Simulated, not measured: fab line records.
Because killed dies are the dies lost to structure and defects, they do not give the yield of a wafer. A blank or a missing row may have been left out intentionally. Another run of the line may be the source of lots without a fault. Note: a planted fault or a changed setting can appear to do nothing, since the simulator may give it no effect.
Problem report, 8D (eight disciplines) form, completed by code | flow n5 finfet | the parts of the form that need people (team, actions taken, sign-off) are left out

== 1. THE PROBLEM ==
N5_BEOL_M7_VIA_ETCH_34, rf fwd power W: mean 424.4 W over 1 wafer from 1 lot; wafers with no fault: 341.4 W, standard deviation 1.5. Measured from the usual mean, that is +55 standard deviations.
The step: etches SiCOH lowk in C4F6/O2, target depth 125.5 nm, time 50.5 s.
Earliest sighting: wafer L797.1 on rie diel-05 at day 12 20:32. The record holds 15 wafers of 5 lots with a number at this step. Rule for "out", or "out of limits": more than 4 standard deviations from the usual mean. Any other wafer with a number is counted as sound.

== 2. WHAT THIS IS AND IS NOT ==
question                    | is                       | is not
which readings at this step | rf fwd power W, rf vpp V | C4F6_flow_sccm, drypump motor current A, oes product au, showerhead plenum p Torr, throttle valve pct
which lots                  | L797                     | L785, L790, L800, L804
which wafers of those lots  | L797.1                   | L797.2, L797.3
read on which tools         | rie diel-05              | rie diel-04
when                        | from day 12 20:32        | up to then (8 sound wafers); but 6 sound wafers of L800, L804 came after

== 3. SUSPECTS, AND WHAT RULES EACH OUT ==
Counting: if a tool at a process step up to the reading ran every lot that is out, it stays a suspect. Sound lots after the first of them don't rule it out here, since some wafers of a struck lot are sound.
- rie diel-05 at N5_BEOL_M7_DESCUM_33 (chemistry O2, time 7 s): kept. The lot that is out, L797, ran on it at day 12 20:22; the last sound lot it ran before that was L790, at day 11 03:01.
- rie diel-05 at N5_BEOL_M7_ETCH_72 (etches underlayer in N2/H2, target depth 6.5 nm, time 5.2 s): kept. The lot that is out, L797, ran on it at day 12 20:23; the last sound lot it ran before that was L790, at day 11 03:03.
- rie diel-05 at N5_BEOL_M7_ETCH_65 (etches SiARC in CF4, target depth 15.6 nm, time 26 s): kept. The lot that is out, L797, ran on it at day 12 20:25; the last sound lot it ran before that was L790, at day 11 03:04.
- rie diel-05 at N5_BEOL_M7_ETCH_66 (etches SOC in N2/H2, target depth 80 nm, overetch 16 nm, time 120 s): kept. The lot that is out, L797, ran on it at day 12 20:26; the last sound lot it ran before that was L790, at day 11 03:06.
- rie diel-05 at N5_BEOL_M7_VIA_ETCH_34 (etches SiCOH lowk in C4F6/O2, target depth 125.5 nm, time 50.5 s): kept. The lot that is out, L797, ran on it at day 12 20:32; the last sound lot it ran before that was L790, at day 11 03:12. On those wafers its own readings are out: rf fwd power W, rf vpp V.
- rie diel-05, N5_BEOL_M7_DESCUM_33: wafers that are out in chamber 1, sound lot-mates in chambers 2, 3.
- rie diel-05, N5_BEOL_M7_ETCH_72: wafers that are out in chamber 1, sound lot-mates in chambers 2, 3.
- rie diel-05, N5_BEOL_M7_ETCH_65: wafers that are out in chamber 1, sound lot-mates in chambers 2, 3.
- rie diel-05, N5_BEOL_M7_ETCH_66: wafers that are out in chamber 1, sound lot-mates in chambers 2, 3.
- rie diel-05, N5_BEOL_M7_VIA_ETCH_34: wafers that are out in chamber 1, sound lot-mates in chambers 2, 3.
Left after counting: rie diel-05 at N5_BEOL_M7_DESCUM_33, rie diel-05 at N5_BEOL_M7_ETCH_72, rie diel-05 at N5_BEOL_M7_ETCH_65, rie diel-05 at N5_BEOL_M7_ETCH_66, rie diel-05 at N5_BEOL_M7_VIA_ETCH_34.

== 4. THE CAUSE (what the simulator had put in) ==
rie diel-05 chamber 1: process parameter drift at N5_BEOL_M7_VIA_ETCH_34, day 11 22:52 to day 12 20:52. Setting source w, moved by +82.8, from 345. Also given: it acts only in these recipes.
After counting, 5 suspects remain, this tool included.

== 5. SEQUENCE OF EFFECTS, ordered by route ==
One row per reading whose mean, taken over the struck wafers that have a number, lies over 3 standard deviations from the usual. Readings are gone through only where the record gives a usual standard deviation; hours: the median, over the lots, of the time from a lot's start at the first step in this table giving one to that lot's start at this step; sigmas: the change measured in usual standard deviations.
hours | step                   | reading        | usual   | on struck wafers | change | sigmas
0     | N5_BEOL_M7_VIA_ETCH_34 | rf fwd power W | 341.4 W | 424.4            | +83.0  | +55
0     | N5_BEOL_M7_VIA_ETCH_34 | rf vpp V       | 656 V   | 601              | -55    | -4.2
The process steps in it:
- N5_BEOL_M7_VIA_ETCH_34: etches SiCOH lowk in C4F6/O2, target depth 125.5 nm, time 50.5 s.

== 6. WHAT WOULD HAVE CAUGHT IT SOONER ==
In this record no reading fell out of limits until day 12 20:32, 22 hours after the fault had begun at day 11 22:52.
